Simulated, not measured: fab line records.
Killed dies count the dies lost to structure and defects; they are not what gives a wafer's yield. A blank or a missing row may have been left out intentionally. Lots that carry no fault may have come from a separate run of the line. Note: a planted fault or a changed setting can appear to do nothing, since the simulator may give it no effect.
Lot-split experiment || flow n5_finfet || 7 lots, 21 wafers read, on a route of 1938 steps

THE SPLIT
At N5_BEOL_M7_ETCH_41 (etches SiCN in CH3F/O2, target depth 31.9 nm, time 57.8 s), the setting source_w was moved away from the recipe's 395 W on 5 of the 21 wafers read, by -11.1% to +15.9%. For the rest of the wafers, this setting stayed at what the recipe calls for.

The split's own step is where the reading is taken.

THE READING
rf_vpp_V, in V, at N5_BEOL_M7_ETCH_41 (etches SiCN in CH3F/O2, target depth 31.9 nm, time 57.8 s). Typical for fault-free wafers on this fab line: 297.2 V, with standard deviation 1.8 V.

{"wafer": "L074.2", "tool, chamber at the split": "rie_diel-03, 3", "source_w as run, W": 395, "against the recipe": "recipe", "rf_vpp_V, V": 299.0, "against lot-mates on the recipe": "-"}
{"wafer": "L074.3", "tool, chamber at the split": "rie_diel-03, 0", "source_w as run, W": 395, "against the recipe": "recipe", "rf_vpp_V, V": 297.7, "against lot-mates on the recipe": "-"}
{"wafer": "L074.4", "tool, chamber at the split": "rie_diel-03, 1", "source_w as run, W": 395, "against the recipe": "recipe", "rf_vpp_V, V": 297.0, "against lot-mates on the recipe": "-"}
{"wafer": "L075.2", "tool, chamber at the split": "rie_diel-01, 3", "source_w as run, W": 395, "against the recipe": "recipe", "rf_vpp_V, V": 294.9, "against lot-mates on the recipe": "-"}
{"wafer": "L075.3", "tool, chamber at the split": "rie_diel-01, 2", "source_w as run, W": 458, "against the recipe": "+15.9%", "rf_vpp_V, V": 282.4, "against lot-mates on the recipe": -12.5}
{"wafer": "L075.6", "tool, chamber at the split": "rie_diel-01, 2", "source_w as run, W": 458, "against the recipe": "+15.9%", "rf_vpp_V, V": 283.0, "against lot-mates on the recipe": -11.9}
{"wafer": "L077.1", "tool, chamber at the split": "rie_diel-03, 0", "source_w as run, W": 395, "against the recipe": "recipe", "rf_vpp_V, V": 297.4, "against lot-mates on the recipe": "-"}
{"wafer": "L077.5", "tool, chamber at the split": "rie_diel-03, 0", "source_w as run, W": 395, "against the recipe": "recipe", "rf_vpp_V, V": 297.3, "against lot-mates on the recipe": "-"}
{"wafer": "L077.6", "tool, chamber at the split": "rie_diel-03, 3", "source_w as run, W": 395, "against the recipe": "recipe", "rf_vpp_V, V": 296.6, "against lot-mates on the recipe": "-"}
{"wafer": "L078.1", "tool, chamber at the split": "rie_diel-03, 1", "source_w as run, W": 395, "against the recipe": "recipe", "rf_vpp_V, V": 296.7, "against lot-mates on the recipe": "-"}
{"wafer": "L078.3", "tool, chamber at the split": "rie_diel-03, 0", "source_w as run, W": 395, "against the recipe": "recipe", "rf_vpp_V, V": 298.5, "against lot-mates on the recipe": "-"}
{"wafer": "L078.6", "tool, chamber at the split": "rie_diel-03, 3", "source_w as run, W": 395, "against the recipe": "recipe", "rf_vpp_V, V": 298.4, "against lot-mates on the recipe": "-"}
{"wafer": "L088.2", "tool, chamber at the split": "rie_diel-05, 2", "source_w as run, W": 395, "against the recipe": "recipe", "rf_vpp_V, V": 299.4, "against lot-mates on the recipe": "-"}
{"wafer": "L088.4", "tool, chamber at the split": "rie_diel-05, 0", "source_w as run, W": 454.1, "against the recipe": "+15.0%", "rf_vpp_V, V": 280.5, "against lot-mates on the recipe": -16.0}
{"wafer": "L088.5", "tool, chamber at the split": "rie_diel-05, 0", "source_w as run, W": 395, "against the recipe": "recipe", "rf_vpp_V, V": 293.6, "against lot-mates on the recipe": "-"}
{"wafer": "L095.1", "tool, chamber at the split": "rie_diel-01, 1", "source_w as run, W": 395, "against the recipe": "recipe", "rf_vpp_V, V": 298.0, "against lot-mates on the recipe": "-"}
{"wafer": "L095.3", "tool, chamber at the split": "rie_diel-01, 3", "source_w as run, W": 351.3, "against the recipe": "-11.1%", "rf_vpp_V, V": 306.6, "against lot-mates on the recipe": "+8.8"}
{"wafer": "L095.5", "tool, chamber at the split": "rie_diel-01, 0", "source_w as run, W": 395, "against the recipe": "recipe", "rf_vpp_V, V": 297.6, "against lot-mates on the recipe": "-"}
{"wafer": "L096.1", "tool, chamber at the split": "rie_diel-01, 1", "source_w as run, W": 395, "against the recipe": "recipe", "rf_vpp_V, V": 297.0, "against lot-mates on the recipe": "-"}
{"wafer": "L096.3", "tool, chamber at the split": "rie_diel-01, 3", "source_w as run, W": 457.7, "against the recipe": "+15.9%", "rf_vpp_V, V": 281.3, "against lot-mates on the recipe": -14.8}
{"wafer": "L096.5", "tool, chamber at the split": "rie_diel-01, 3", "source_w as run, W": 395, "against the recipe": "recipe", "rf_vpp_V, V": 295.3, "against lot-mates on the recipe": "-"}

FIT RESULTS
A straight line over all 21 wafers: rf_vpp_V changes by -0.958 V for each +1% of source_w; r = -0.98; the points scatter about the line by 1.5 V.
The same after taking each lot's own level away (the mean of its wafers on the recipe; 21 wafers): -0.865 V for each +1%; r = -0.97; scatter 1.4 V.
According to that fit, moving source_w by its largest amount changes the reading by 14 V.
Across the lots, their own levels run from 294.90 to 297.90 V, a range of 1.7 times the standard deviation given above.
So the lot-to-lot level changes the slope: the two fits differ.
Check: with one of the wafers moved furthest among these (+15.9%) left out of the fit, the line predicts -14.3 V for it against its lot-mates. Against them it came out at -12.5 V.
Tool readings at the split's step, against how far the setting was moved: rf_vpp_V r = -0.98.

FURTHER SPLITS ON THESE WAFERS
Note: prior to the reading, these wafers also went through further splits. Each is held against what the fit with the lots' levels taken away leaves over:
{"other split on the same wafers": "N5_BEOL_M4_EXPOSE_25 dose_mj", "wafers away from the commonest value": 9, "r with rf_vpp_V (lot level and that fit taken away)": "+0.25"}
{"other split on the same wafers": "N5_BEOL_M4_ALD_98 ald_cycles", "wafers away from the commonest value": 7, "r with rf_vpp_V (lot level and that fit taken away)": -0.16}
{"other split on the same wafers": "N5_BEOL_M5_ETCH_72 bias_w", "wafers away from the commonest value": 8, "r with rf_vpp_V (lot level and that fit taken away)": -0.16}
{"other split on the same wafers": "N5_BEOL_M5_COAT_22 spin_rpm", "wafers away from the commonest value": 4, "r with rf_vpp_V (lot level and that fit taken away)": -0.20}
{"other split on the same wafers": "N5_BEOL_M5_TRENCH_ETCH_37 bias_w", "wafers away from the commonest value": 9, "r with rf_vpp_V (lot level and that fit taken away)": "+0.17"}
{"other split on the same wafers": "N5_BEOL_M5_ETCH_41 source_w", "wafers away from the commonest value": 7, "r with rf_vpp_V (lot level and that fit taken away)": "+0.11"}

THE FILE'S OWN FIT
rf_vpp_V changes by -0.898 V for each +1% of source_w, r = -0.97.
